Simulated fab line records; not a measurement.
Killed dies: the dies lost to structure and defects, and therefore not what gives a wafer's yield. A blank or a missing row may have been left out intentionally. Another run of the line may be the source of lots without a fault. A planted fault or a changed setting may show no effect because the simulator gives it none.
8D (eight disciplines) problem report, filled in by code -- flow n5 finfet -- the parts of the form that need people (team, actions taken, sign-off) are left out

== 1. WHAT WENT WRONG ==
raw defect count at N5_BEOL_M9_INSPECT_58 reads a mean of 695 on 6 wafers of 2 lots; wafers without a fault read 72 with a standard deviation of 23. Relative to the usual mean, that is a shift of +27 standard deviations.
The step: inspects for defects (darkfield).
First observed at day 11 16:30: wafer L512.4, on defect inspect-02. Wafers with a number at this step in the record: 30, from 10 lots. The rule behind "out" and "out of limits": a value lying over 4 standard deviations away from the usual mean. The other wafers with a number count as sound.

== 2. WHAT IT IS, WHAT IT ISN'T ==
question,is,is not
which readings at this step,raw defect count,-
which lots,"L512, L515","L510, L513, L514, L523, L527, L529, L530, L531"
which wafers of those lots,all that have a number,-
read on which gauges,defect inspect-02,defect inspect-01
when,from day 11 16:30,"up to then (9 sound wafers); but 15 sound wafers of L523, L527, L529, L530, L531 came after"

== 3. SUSPECTS, AND WHAT RULES EACH OUT ==
Counting: a tool at any process step up to the reading remains a suspect when it ran all the lots that are out and ran no sound lot after the first of those.
- the gauge at N5_BEOL_M9_INSPECT_58 is ruled out. All the wafers that are out were read on defect inspect-02, but those of them that N5_PASSIVATION_PROBE_49 has rows for are out there too, on other tools.
- pvd sputter-03 at N5_BEOL_M9_SURFACE_TREAT_79: ruled out as a lasting fault. After its first lot that is out, L512 (day 11 13:25), sound lots L527 ran on it.
- pecvd-01 at N5_BEOL_M9_DEP_56 (deposits SiCN from 3MS/NH3, target thk 15 nm, time 26.5 s): ruled out as a lasting fault. After its first lot that is out, L512 (day 11 16:25), sound lots L529, L530, L531 ran on it.
Left after counting: nothing in the record.

== 4. THE CAUSE (what the simulator had put in) ==
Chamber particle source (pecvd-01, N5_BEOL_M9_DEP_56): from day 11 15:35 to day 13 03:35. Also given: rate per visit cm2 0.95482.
The count ruled it out by mistake, since the rule takes a fault to strike every lot its tool runs from the start of the fault on, and this one did not do so.

== 5. THE EFFECT CHAIN, in route order ==
One row per reading whose mean, taken over the struck wafers that have a number, lies over 3 standard deviations from the usual. Readings are gone through only where the record gives a usual standard deviation; hours: the median, over the lots, of the time from a lot's start at the first step in this table giving one to that lot's start at this step; sigmas: the change measured in usual standard deviations.
hours,step,reading,usual,on struck wafers,change,sigmas
0,N5_BEOL_M9_INSPECT_58,raw defect count,72,695,+623,+27
2,N5_BEOL_M10_INSPECT_13,raw defect count,414,1030,+616,+7.6
56,N5_PASSIVATION_PROBE_49,defect limited yield,91.2 %,82.8,-8.4,-5.2
56,N5_PASSIVATION_PROBE_49,killed_at_M4_up,15,132,+116,+19
56,N5_PASSIVATION_PROBE_49,killed dies,104,202,+98,+5.2
56,N5_PASSIVATION_PROBE_49,sort_bin_5_function,5.2 %,11.2,+6.0,+6.1
56,N5_PASSIVATION_PROBE_49,sort n pass,1076,978,-98,-5.2
56,N5_PASSIVATION_PROBE_49,sort yield pct,91.2 %,82.8,-8.4,-5.2
The process steps in it:
- N5_PASSIVATION_PROBE_49

== 6. WHAT WOULD HAVE CAUGHT IT SOONER ==
In this record the first reading out of limits at a measuring or inspecting step was taken at day 11 16:30, 1 hour after the fault began at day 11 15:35.
No tool reading at N5_BEOL_M9_DEP_56 that has a usual standard deviation in the record was out on any struck wafer, so an alarm limit of 4 standard deviations on those readings would not have fired.
